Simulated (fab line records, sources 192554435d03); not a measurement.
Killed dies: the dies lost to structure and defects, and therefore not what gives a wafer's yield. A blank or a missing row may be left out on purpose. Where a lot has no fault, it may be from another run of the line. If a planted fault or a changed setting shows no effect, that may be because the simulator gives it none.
A struck lot beside a sound one / flow n5Finfet / 16 out of 1938 route steps
Sound: the wafers L872.1, L872.3, L872.6. Struck: wafers L876.1, L876.3, L876.4. The cause is named last.
At each step with rows: each side's tool, then ch and its chambers, then its first start. Under that, the readings that differ: sound wafers / struck wafers / difference of the means / sigmas: that difference in standard deviations of wafers without a fault.
alike: words and numbers the same on both sides, and readings whose means are apart by under 2 such deviations; not compared: readings that were withheld, readings missing a value for some wafer, numbers with overlapping values and no deviation given by the record, and bounds like >300 which may hide the same value.
A row with sigmas, a row that says differs or no value, or rows on one side alone: a step with any of these is where the two part. When numbers do not overlap yet have no deviation, they are printed without sigmas and do not part them. Lack of a reading on every wafer of one side parts them only where that side has two or more wafers.

first, 2 steps without rows for these wafers: N5_BEOL_M2_ANNEAL_80 (time 240 s); N5_BEOL_M2_SPUTTER_81 (material Cu, target thk 4.5 nm, time 8.29 s).
N5_BEOL_M2_ANNEAL_82: time 240 s.
  sound: pvdSputter-02 at day 7 22:23; struck: pvdSputter-03 at day 9 06:28
  alike: heaterPowerW, susceptorTempC
N5_BEOL_M2_SPUTTER_86: material Cu, target thk 4.5 nm, time 8.29 s.
  sound: pvdSputter-02 at day 7 22:31; struck: pvdSputter-03 at day 9 06:36
  alike: susceptorTempC, throttleValvePct
then, 2 steps without rows for these wafers: N5_BEOL_M2_ANNEAL_87 (time 240 s); N5_BEOL_M2_SPUTTER_88 (material Cu, target thk 4.5 nm, time 8.29 s).
N5_BEOL_M2_ANNEAL_89: time 240 s.
  sound: pvdSputter-02 at day 7 22:49; struck: pvdSputter-03 at day 9 06:54
  alike: heaterPowerW, susceptorTempC
then, 1 step without rows for these wafers: N5_BEOL_M2_SPUTTER_90 (material Cu, target thk 4.5 nm, time 8.29 s).
N5_BEOL_M2_ANNEAL_91: time 240 s.
  sound: pvdSputter-02 at day 7 23:02; struck: pvdSputter-03 at day 9 07:07
  alike: heaterPowerW, susceptorTempC
then, 1 step without rows for these wafers: N5_BEOL_M2_SPUTTER_92 (material Cu, target thk 4.5 nm, time 8.29 s).
N5_BEOL_M2_ANNEAL_93: time 240 s.
  sound: pvdSputter-02 at day 7 23:16; struck: pvdSputter-03 at day 9 07:20
  alike: heaterPowerW, susceptorTempC
then, 1 step without rows for these wafers: N5_BEOL_M2_SPUTTER_94 (material Cu, target thk 4.5 nm, time 8.29 s).
N5_BEOL_M2_ANNEAL_95: time 240 s.
  sound: pvdSputter-02 at day 7 23:29; struck: pvdSputter-03 at day 9 07:34
  no value came back on the struck wafers for heaterPowerW (W), susceptorTempC (C); on the sound wafers heaterPowerW (W) reads 733 753 718
then, 1 step without rows for these wafers: N5_BEOL_M2_SPUTTER_96 (material Cu, target thk 4.5 nm, time 8.29 s).
N5_BEOL_M4_RC_MEAS_101:
  sound on prober-02 ch 0, day 9 02:18; struck on prober-01 ch 0, day 10 08:14
  alike: DIBL_N, DIBL_P, IOFF_N, IOFF_P, ION_N, ION_P, SS_N, SS_P, VT_N, VT_P
-- the record jumps here: 4 days lie between the struck wafers' starts before and after (it left off in module BEOL_M4 and takes up again in module PASSIVATION, whose first step shown is number 1936 of the route) --
N5_PASSIVATION_PROBE_49:
  rows exist in the record for the struck wafers here (prober-01, day 14 12:30), but not for the sound ones

## WHERE THEY PART
Last at N5_PASSIVATION_PROBE_49 as far as this record goes, first at N5_BEOL_M2_ANNEAL_95.

WHY: whatever the simulator had introduced
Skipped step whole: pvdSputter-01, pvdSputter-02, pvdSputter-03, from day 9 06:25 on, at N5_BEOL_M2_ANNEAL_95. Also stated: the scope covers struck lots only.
